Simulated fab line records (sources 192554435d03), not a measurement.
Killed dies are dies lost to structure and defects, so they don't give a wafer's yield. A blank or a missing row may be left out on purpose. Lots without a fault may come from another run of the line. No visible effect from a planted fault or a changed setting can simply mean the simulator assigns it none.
A lot that was struck, set against a sound lot | flow n5 finfet | 13 out of 1938 route steps
Sound: wafers L485.2, L485.4, L485.6. Struck: wafer L472.5 (L472.2, L472.6, from the same lot, were not struck and are left out); the cause is given at the end.
Each step with rows lists, per side, the tool, then ch with its chambers, then its first start. Under that, the readings that differ: sound wafers | struck wafers | difference of the means | sigmas: that difference in standard deviations of wafers without a fault.
alike: readings with means less than 2 such deviations apart, plus words and numbers identical on both sides. not compared: withheld readings, readings lacking a value on some wafer, bounds such as >300 that could conceal the same value, and numbers that have no deviation in the record and whose values overlap.
Wherever a step has rows on one side only, a row that says differs or no value, or a row with sigmas, the two part there. Non-overlapping numbers with no deviation appear without sigmas and do not part them. A reading missing from all wafers of one side parts the sides only when that side holds two or more wafers.

first, 9 steps without rows for these wafers: N5_BEOL_M1_DEVELOP_27 (develop time 30 s); N5_BEOL_M1_DESCUM_33 (chemistry O2, time 7 s); N5_BEOL_M1_ETCH_77 (etches underlayer in N2/H2, target depth 6.5 nm, time 5.2 s); N5_BEOL_M1_ETCH_69 (etches SiARC in CF4, target depth 15.6 nm, time 26 s); N5_BEOL_M1_ALD_98 (deposits SiO2, target thk 2.5 nm, pulse time 1 s, co reactant pulse time 1 s); N5_BEOL_M1_ETCHBACK_99 (etches SiO2 in CHF3, target depth 5 nm, time 10.4 s); N5_BEOL_M1_ETCH_70 (etches SOC in N2/H2, target depth 80 nm, overetch 16 nm, time 120 s); N5_BEOL_M1_STRIP_71 (strips in N2/H2); N5_BEOL_M1_STRIP_78 (strips in N2/H2).
N5_BEOL_M1_VIA_ETCH_34: etches the open film in C4F6/O2, target depth 67.8 nm, time 64.4 s.
  sound on rie diel-02 ch 0,1,3, day 10 22:48; struck on rie diel-02 ch 0, day 7 17:28
  reading                  | sound             | struck | difference | sigmas
  run length s (s)         | 88.4 87.0 87.9    | 91.9   | +4.1       | +11
  model.etch.depth nm (nm) | 66.12 68.22 68.58 | 69.79  | +2.15      |
  alike: drypump motor current A, oes_o_777_au, oes product au, rf fwd power W, rf vpp V, showerhead plenum p Torr, throttle valve pct
  not compared: rf hours counter h, model.SOC_of_BEOL_M1_COAT_67.thk nm
then, 1 step without rows for these wafers: N5_BEOL_M1_STRIP_83 (strips in C4F6/O2).
-- here the record skips 3 days between the struck wafers' starts before and after, leaving off in module BEOL_M1 and picking up in module BEOL_M4 (first step shown: number 1111 of the route) --
N5_BEOL_M4_RC_MEAS_101:
  sound on prober-02 ch 0, day 14 10:11; struck on prober-01 ch 0, day 10 19:14
  reading       | sound          | struck | difference | sigmas
  SS_P (mV/dec) | 73.9 73.1 72.6 | 71.4   | -1.8       | -2
  alike: DIBL_N, DIBL_P, IOFF_N, IOFF_P, ION_N, ION_P, SS_N, VT_N, VT_P
following that, these wafers have no rows for 1 step: N5_PASSIVATION_PROBE_49.

== WHERE THEY PART ==
First at N5_BEOL_M1_VIA_ETCH_34; last, within this record, at N5_BEOL_M4_RC_MEAS_101.

WHY: whatever the simulator had introduced
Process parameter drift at N5_BEOL_M1_VIA_ETCH_34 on rie diel-02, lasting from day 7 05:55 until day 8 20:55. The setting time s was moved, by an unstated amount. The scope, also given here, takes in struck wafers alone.
